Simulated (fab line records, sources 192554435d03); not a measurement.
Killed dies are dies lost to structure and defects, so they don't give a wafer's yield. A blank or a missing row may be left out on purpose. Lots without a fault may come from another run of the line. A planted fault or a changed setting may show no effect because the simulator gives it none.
Chamber matching | flow n5_finfet | N5_BEOL_M11_ALD_74 on ald_metal-01: 4 sister chambers
The step deposits TaN, target thk 2 nm, pulse time 2 s, purge time 3 s. 8 wafers are shown with their chamber, then 10 later ones without.

WAFERS WITH THEIR CHAMBER
wafer  | chamber | heater_power_w (W)
L082.4 | 2       | 455
L085.3 | 1       | 439
L085.5 | 2       | 463
L087.3 | 0       | 412
L087.4 | 3       | 395
L087.5 | 1       | 437
L093.2 | 3       | 390
L093.4 | 0       | 403

WAFERS WITHOUT THEIR CHAMBER
wafer  | heater_power_w (W)
L093.6 | 387
L091.3 | 446
L091.5 | 406
L091.6 | 438
L094.3 | 385
L094.5 | 381
L094.6 | 400
L097.1 | 445
L097.3 | 451
L097.6 | 447

WHICH CHAMBER EACH WENT THROUGH
wafer  | from the rows above     | in truth
L093.6 | 3                       | 3
L091.3 | can't be placed: 1 or 2 | 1
L091.5 | 0                       | 0
L091.6 | 1                       | 1
L094.3 | 3                       | 3
L094.5 | 3                       | 3
L094.6 | can't be placed: 0 or 3 | 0
L097.1 | can't be placed: 1 or 2 | 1
L097.3 | can't be placed: 2 or 1 | 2
L097.6 | can't be placed: 1 or 2 | 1
Placed correctly: 5 of 10. Can't be placed from these rows: 5 (the true chamber is among the candidates in 5). Placed wrongly: 0.
How it was worked out, from the rows above alone: a wafer's distance from a chamber is the root of the sum, over the readings, of the square of ((its reading less the chamber's mean) divided by the reading's scatter). The wafer belongs to the nearest chamber; if the next one is less than 2 further off, it can't be placed. A chamber's mean is the mean of its shown wafers. The scatter: the root of (the sum of the squares of (reading less its chamber's mean) over the shown wafers, divided by (wafers less chambers)).
